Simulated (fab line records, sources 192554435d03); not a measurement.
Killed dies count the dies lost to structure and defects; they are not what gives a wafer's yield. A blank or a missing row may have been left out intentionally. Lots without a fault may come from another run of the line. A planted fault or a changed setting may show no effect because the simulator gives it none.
fab line records    flow n5_finfet
[record] lots = 12  wafers = 36  last_day = 19
route steps=1938 shown BEOL_M0@724 TV_OPEN@1889 PAD_METAL@1896 PASSIVATION@1926
lots that met no fault: from a run of the same line without faults
start_h: start of the lot's first displayed wafer, in hours after the record's first day    wait_h: how many hours have passed since the lot's step before this one    " unchanged from the row above    L1.1+2: a row that stands for several wafers    - value missing, or start not given    * or withheld: withheld    < > ~ a bound
route shown NAME@n: a module of which the file shows steps, and the number in the route of the first    usual: the fault-free wafers' mean and standard deviation    same: alike in all rows    chamber/n: place in a boat    sites: per-site readings    _std_site: how widely they spread, as a standard deviation    _edge_site: outer sites' mean less inner sites'    radius_mm: for every site, how far away it sits from the centre of the wafer    mask NAME#n: copy n    behind: tool/chamber where the wafer was last shaped    hold: reason for holding the lot/hours on hold/outcome of the hold    device: transistor that didn't switch, given as n, p or np    end of line: the same wafers' tests at the end of the route    where a step has no rows: the recipe by itself    killed: dies that structure and defects cost at the first sort, which is not the same as the wafer's yield    map: a wafer's dies, x killed, . not, _ none there
set.NAME: the setting the step ran with; set.NAME@STEP: the setting that earlier step ran with    model.NAME: the simulator's own value behind a step, which no gauge read
steps of the route over a sample of lots; a table a step, a row a wafer
services: the hour from which a tool's chamber was out of use, counted from the record's first day as start_h (under 0 if before that day), plus the number of hours and why
[[steps]]
[step N5_BEOL_M0_HM_STRIP_129]
[recipe] chemistry = peroxide_tin_strip  material = TiN  target_depth_a = 170  temp_c = 50  time_s = 108
lot.wafer   tool          chamber  start_h  wait_h
L642.2+3+4  wet_bench-03  2,3,1    118.37   0.0
L644.2+3+5  wet_bench-06  1,5,6    124.39   0.0
L643.4+5+6  wet_bench-03  1,3,0    126.01   0.0
L646.1+3+4  wet_bench-03  7,0,2    152.68   0.0
L647.2+5+6  wet_bench-03  1,6,3    155.70   0.0
L648.2+3+6  wet_bench-06  1,4,0    156.65   0.0
L651.2+3+6  wet_bench-03  5,3,1    172.11   0.0
L654.4+5+6  wet_bench-05  1,0,5    196.72   0.0
L655.2+4+5  wet_bench-03  4,0,3    203.33   0.0
L662.1+2+3  wet_bench-06  3,2,4    238.32   0.0
L663.2+3+6  wet_bench-05  4,2,0    248.96   0.0
L664.4+5+6  wet_bench-06  1,5,4    257.46   0.0
[step N5_PASSIVATION_STRIP_14]
[recipe] chemistry = O2  power_w = 600  temp_c = 60  pressure_mtorr = 30  rf_frequency_hz = 6e+07  bias_power_w = 0  overash_fraction = 0.5  o2_flow_sccm = 225
[usual] drypump_motor_current_A = 5.5/0.4  oes_product_au = 0.79/0.078  rf_vpp_V = 3.6/0.87  showerhead_plenum_p_Torr = 2.09/0.048  throttle_valve_pct = 16.64/0.2
lot.wafer  tool         chamber  start_h  wait_h  drypump_motor_current_A  oes_product_au  rf_hours_counter_h  rf_vpp_V  showerhead_plenum_p_Torr  throttle_valve_pct
L642.2     rie_diel-05  0        258.37   0.1     4.9                      0.67            240                 2.8       2.06                      16.99
L642.3     "            2        "        "       5.8                      0.79            121                 4.1       2.09                      16.99
L642.4     "            3        "        "       5.4                      0.75            146                 3.5       2.10                      16.45
L644.2     rie_diel-03  2        267.64   0.1     5.7                      0.68            209                 3.4       2.16                      16.47
L644.3     "            3        "        "       5.4                      0.73            169                 3.4       2.08                      16.91
L644.5     "            0        "        "       6.3                      0.85            -                   5.3       2.05                      16.39
L643.4     rie_diel-03  0        281.97   0.1     6.3                      0.86            36                  2.2       2.05                      16.42
L643.5     "            3        "        "       5.4                      0.74            -                   3.3       2.08                      16.96
L643.6     "            0        "        "       6.2                      0.88            -                   1.4       2.05                      16.36
L646.1     rie_diel-03  3        305.72   0.1     5.4                      0.73            180                 4.3       2.07                      16.95
L646.3     "            1        "        "       5.1                      0.78            116                 2.7       2.11                      16.52
L646.4     "            2        "        "       5.8                      0.68            219                 3.0       2.15                      16.52
L647.2     rie_diel-06  1        307.87   0.1     5.8                      0.87            39                  3.8       2.22                      16.48
L647.5     "            0        "        "       5.4                      0.70            -                   4.8       2.07                      17.00
L647.6     "            1        "        "       5.8                      0.88            -                   4.3       2.22                      16.51
L648.2     rie_diel-03  3        311.88   0.1     5.4                      0.72            182                 4.3       2.07                      16.95
L648.3     "            2        "        "       5.8                      0.68            221                 1.9       2.15                      16.51
L648.6     "            1        "        "       5.1                      0.78            -                   3.2       2.11                      16.52
L651.2     rie_diel-05  1        322.11   0.1     4.9                      0.83            100                 3.0       2.03                      16.51
L651.3     "            3        "        "       5.4                      0.72            166                 5.2       2.09                      16.50
L651.6     "            3        "        "       5.4                      0.74            -                   4.3       2.09                      16.51
L654.4     rie_diel-03  3        351.75   0.1     5.4                      0.70            195                 3.4       2.07                      16.96
L654.5     "            2        "        "       5.8                      0.66            -                   3.6       2.15                      16.52
L654.6     "            3        "        "       5.4                      0.72            -                   3.2       2.07                      16.98
L655.2     rie_diel-06  1        365.53   0.1     5.8                      0.85            61                  4.0       2.21                      16.54
L655.4     "            1        "        "       5.7                      0.85            -                   3.4       2.22                      16.51
L655.5     "            0        "        "       5.4                      0.97            -                   3.8       2.06                      16.56
L662.1     rie_diel-03  3        403.01   0.1     5.4                      0.70            212                 4.8       2.06                      17.01
L662.2     "            2        "        "       5.7                      0.66            249                 3.7       2.14                      16.57
L662.3     "            0        "        "       6.2                      0.81            73                  4.2       2.04                      16.45
L663.2     rie_diel-06  1        403.53   0.1     5.7                      0.82            74                  4.2       2.21                      16.56
L663.3     "            2        "        "       5.8                      0.72            176                 4.5       2.09                      16.87
L663.6     "            3        "        "       5.1                      0.86            -                   3.1       2.04                      16.70
L664.4     rie_diel-06  2        437.53   0.1     5.8                      0.71            188                 3.0       2.09                      16.89
L664.5     "            1        "        "       5.7                      0.81            -                   3.8       2.21                      16.59
L664.6     "            2        "        "       5.8                      0.72            -                   2.7       2.09                      16.94
[step N5_PASSIVATION_AL_DEP_21]
[recipe] material = Al  target_thk_a = 28000  temp_c = 400  time_s = 170  power_w = 30000  chamber_pressure_pa = 0.4  gas = Ar
[usual] throttle_valve_pct = 30.3/1.2
lot.wafer  tool            chamber  start_h  wait_h  throttle_valve_pct
L642.2     pvd_sputter-03  -        260.68   0.1     32.6
L642.3     "               -        "        "       30.0
L642.4     "               -        "        "       29.3
L644.2     pvd_sputter-03  -        268.48   0.1     28.7
L644.3     "               -        "        "       29.9
L644.5     "               -        "        "       29.6
L643.4     pvd_sputter-03  -        282.85   0.1     28.7
L643.5     "               -        "        "       28.7
L643.6     "               -        "        "       29.8
L646.1     pvd_sputter-01  -        306.76   0.1     28.1
L646.3     "               -        "        "       31.0
L646.4     "               -        "        "       30.3
L647.2     pvd_sputter-01  -        310.02   0.1     31.5
L647.5     "               -        "        "       28.1
L647.6     "               -        "        "       30.4
L648.2     pvd_sputter-02  -        313.89   0.1     31.2
L648.3     "               -        "        "       29.4
L648.6     "               -        "        "       29.6
L651.2     pvd_sputter-03  -        322.88   0.1     32.6
L651.3     "               -        "        "       29.9
L651.6     "               -        "        "       32.6
L654.4     pvd_sputter-01  -        352.29   0.1     31.3
L654.5     "               -        "        "       28.4
L654.6     "               -        "        "       30.3
L655.2     pvd_sputter-01  -        366.36   0.1     30.1
L655.4     "               -        "        "       31.2
L655.5     "               -        "        "       31.3
L662.1     pvd_sputter-02  -        404.03   0.1     29.9
L662.2     "               -        "        "       31.7
L662.3     "               -        "        "       31.1
L663.2     pvd_sputter-02  -        404.37   0.1     31.2
L663.3     "               -        "        "       31.5
L663.6     "               -        "        "       31.6
L664.4     pvd_sputter-01  -        439.39   0.1     30.6
L664.5     "               -        "        "       30.6
L664.6     "               -        "        "       31.4
[step N5_PASSIVATION_OVL_MEAS_66]
[recipe] points_per_wafer = 44
[usual] PASS_OPEN_OVL = -3/5.3
lot.wafer  tool        chamber  start_h  wait_h  PASS_OPEN_OVL[nm]
L642.2     overlay-01  0        263.21   0.0     4
L642.3     "           0        "        "       -2
L642.4     "           0        "        "       -3
L644.2     overlay-02  0        270.97   0.0     -3
L644.3     "           0        "        "       -3
L644.5     "           0        "        "       -1
L643.4     overlay-01  0        285.08   0.0     -1
L643.5     "           0        "        "       0
L643.6     "           0        "        "       -1
L646.1     overlay-02  0        309.14   0.0     0
L646.3     "           0        "        "       -7
L646.4     "           0        "        "       -3
L647.2     overlay-01  0        312.60   0.0     -3
L647.5     "           0        "        "       -8
L647.6     "           0        "        "       -2
L648.2     overlay-01  0        316.73   0.0     -3
L648.3     "           0        "        "       -2
L648.6     "           0        "        "       -16
L651.2     overlay-01  0        325.12   0.0     -8
L651.3     "           0        "        "       -3
L651.6     "           0        "        "       -9
L654.4     overlay-01  0        354.82   0.0     -3
L654.5     "           0        "        "       8
L654.6     "           0        "        "       2
L655.2     overlay-02  0        368.86   0.0     -10
L655.4     "           0        "        "       -6
L655.5     "           0        "        "       9
L662.1     overlay-02  0        407.20   0.0     -7
L662.2     "           0        "        "       -4
L662.3     "           0        "        "       -3
L663.2     overlay-01  0        407.25   0.0     -9
L663.3     "           0        "        "       -2
L663.6     "           0        "        "       -4
L664.4     overlay-01  0        443.44   0.0     -3
L664.5     "           0        "        "       2
L664.6     "           0        "        "       -5
[step N5_PASSIVATION_PROBE_49]
[usual] defect_limited_yield = 91.2/1.4  killed_at_M0_to_M3 = 34/10  killed_at_M4_up = 13/5.1  killed_at_contacts = 12/6.5  killed_at_front_end = 41/11  killed_at_other = 4/3.3  killed_dies = 104/16  killed_open = 69/13  killed_short = 33/7  sort_bin_5_function = 5.1/0.91  sort_bin_6_memory = 3.3/0.69  sort_n_pass = 1076/16  sort_yield_pct = 91.2/1.4
[same] gross_dies = 1180  killed_at_back_side = 0  sort_bin_4_leakage[%] = 0  sort_bin_8_speed[%] = 0
lot.wafer  tool       chamber  start_h  wait_h  defect_limited_yield[%]  killed_at_M0_to_M3  killed_at_M4_up  killed_at_contacts  killed_at_front_end  killed_at_other  killed_dies  killed_open  killed_short  sort_bin_5_function[%]  sort_bin_6_memory[%]  sort_n_pass  sort_yield_pct[%]
L655.2     prober-01  -        372.05   0.1     90.3                     33                  11               22                  40                   8                114          69           45            5.8                     3.6                   1066         90.3
L655.4     prober-01  -        372.15   0.2     84.2                     140                 4                5                   36                   2                187          54           29            9.7                     4.0                   993          84.2
L655.5     prober-01  -        372.20   0.2     91.6                     40                  7                12                  35                   5                99           48           51            4.2                     3.8                   1081         91.6
// killed by level:class
L655.2 STI_FIN_REVEAL:geometric_particle:open=16 MOL_CONTACT_COAG:geometric_particle:open=15 BEOL_M0_SAQP:geometric_particle:open=10 BEOL_M0_SAQP:geometric_particle:short=8 FIN_SAQP:geometric_particle:open=7 MOL_CONTACT_COAG:geometric_particle:short=7 STI_FIN_REVEAL:geometric_particle:short=5 FIN_SAQP:geometric_particle:short=4
L655.4 BEOL_M0:unspecified=101 BEOL_M0_SAQP:geometric_particle:short=11 FIN_SAQP:geometric_particle:open=8 STI_FIN_REVEAL:geometric_particle:open=8 BEOL_M0_SAQP:geometric_particle:open=6 BEOL_M1:geometric_particle:open=6 BEOL_M2:geometric_particle:open=6 BEOL_M3:geometric_particle:open=5
L655.5 BEOL_M0_SAQP:geometric_particle:short=14 MOL_CONTACT_COAG:geometric_particle:open=11 FIN_SAQP:geometric_particle:short=9 STI_FIN_REVEAL:geometric_particle:open=8 BEOL_M0_SAQP:geometric_particle:open=8 STI_FIN_REVEAL:geometric_particle:short=7 STARTING-WAFER:geometric_particle:short=5 BEOL_M2:geometric_particle:open=5
[[services]]
tool            chamber  start_h  hours  kind
rie_diel-03     0        109.73   -      clean
rie_diel-03     0        109.73   -      consumable_replace:focus_ring
rie_diel-03     0        109.73   26.8   scheduled_down
rie_diel-03     0        109.73   26.8   vent_cycle
rie_diel-06     1        144.27   14.9   repair
pvd_sputter-01  -        146.86   5.2    repair
rie_diel-03     3        152.15   13.5   repair
rie_diel-03     -        157.17   10.0   pm
rie_diel-05     3        175.74   3.6    repair
rie_diel-03     0        209.33   4.7    repair
rie_diel-06     0        235.18   4.9    repair
rie_diel-03     0        268.47   1.5    repair
rie_diel-05     0        280.12   21.8   repair
rie_diel-06     2        329.05   5.4    repair
wet_bench-03    -        336.11   3.2    repair
rie_diel-05     2        354.62   15.6   repair
wet_bench-05    -        357.02   2.0    repair
rie_diel-03     2        386.88   6.2    repair
rie_diel-05     3        389.90   4.8    repair
rie_diel-05     -        392.84   14.6   pm
rie_diel-06     0        395.14   6.6    repair
rie_diel-03     2        404.85   -      clean
rie_diel-06     0        426.12   5.7    repair
rie_diel-03     -        434.91   2.8    pm
[[key]]
[first_sign] step = N5_PASSIVATION_PROBE_49  reading = killed_at_M0_to_M3  direction = up  sigmas = 10  usual = 34  struck = 140
[effect] step = N5_PASSIVATION_PROBE_49  reading = killed_dies  direction = up  sigmas = 5.1  usual = 104  struck = 187
[more_kills_born_at] N5_BEOL_M0_HM_STRIP_129@wet_bench-03 = 101
met_at N5_BEOL_M0_HM_STRIP_129
struck_lots L655
struck_wafers L655.4
not_acting_at N5_PASSIVATION_STRIP_14,N5_PASSIVATION_AL_DEP_21,N5_PASSIVATION_OVL_MEAS_66
onset_between 152.68 203.33
[fault] kind = chamber_particle_source  tool = wet_bench-03  chamber = 0  onset_h = 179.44  steps = N5_BEOL_M0_HM_STRIP_129  rate_per_visit_cm2 = 0.72639  end_h = 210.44
